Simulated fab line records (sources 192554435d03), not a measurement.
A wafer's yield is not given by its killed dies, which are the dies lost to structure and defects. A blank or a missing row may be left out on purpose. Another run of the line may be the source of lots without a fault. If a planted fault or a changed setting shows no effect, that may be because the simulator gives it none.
Chamber matching	flow n5 finfet	N5_BEOL_M15_CMP_49 on cmp-04: 4 sister chambers
The step polishes, stops on SiO2, t overpolish 4.9 s, target thk 850 nm. 8 wafers are shown with their chamber, then 6 later ones without.

WAFERS PAIRED WITH THEIR CHAMBERS
wafer	chamber	barrier field endpoint s (s)	overpolish run s (s)
L750.2	1	12.8	4.895
L750.5	0	11.8	4.901
L750.6	3	11.5	4.896
L753.4	2	10.8	4.892
L753.5	3	11.2	4.885
L762.1	1	11.9	4.900
L762.3	2	10.8	4.892
L762.6	0	11.2	4.918

WAFERS MISSING THEIR CHAMBER
wafer	barrier field endpoint s (s)	overpolish run s (s)
L764.2	12.1	4.902
L764.5	11.1	4.911
L764.6	12.2	4.902
L766.2	11.6	4.904
L766.3	11.1	4.903
L766.5	12.0	4.910

CHAMBER TAKEN BY EACH
wafer	from the rows above	in truth
L764.2	can't be placed: 1 or 0 or 3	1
L764.5	can't be placed: 0 or 2 or 3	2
L764.6	can't be placed: 1 or 0 or 3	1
L766.2	can't be placed: 0 or 3 or 1 or 2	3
L766.3	can't be placed: 0 or 2 or 3 or 1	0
L766.5	can't be placed: 0 or 1 or 3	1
0 of 6 placed correctly. Not placeable from these rows: 6 (in 6, the candidates include the true chamber). 0 placed wrongly.
How it was worked out, from the rows above alone: a wafer's distance from a chamber is the root of the sum, over the readings, of the square of ((its reading less the chamber's mean) divided by the reading's scatter). The wafer belongs to the nearest chamber; if the next one is less than 2 further off, it can't be placed. Each chamber's mean is taken over the wafers shown for it. The scatter: take each reading less its chamber's mean, square it, sum over the shown wafers, divide by the number of wafers less the number of chambers, and take the root.
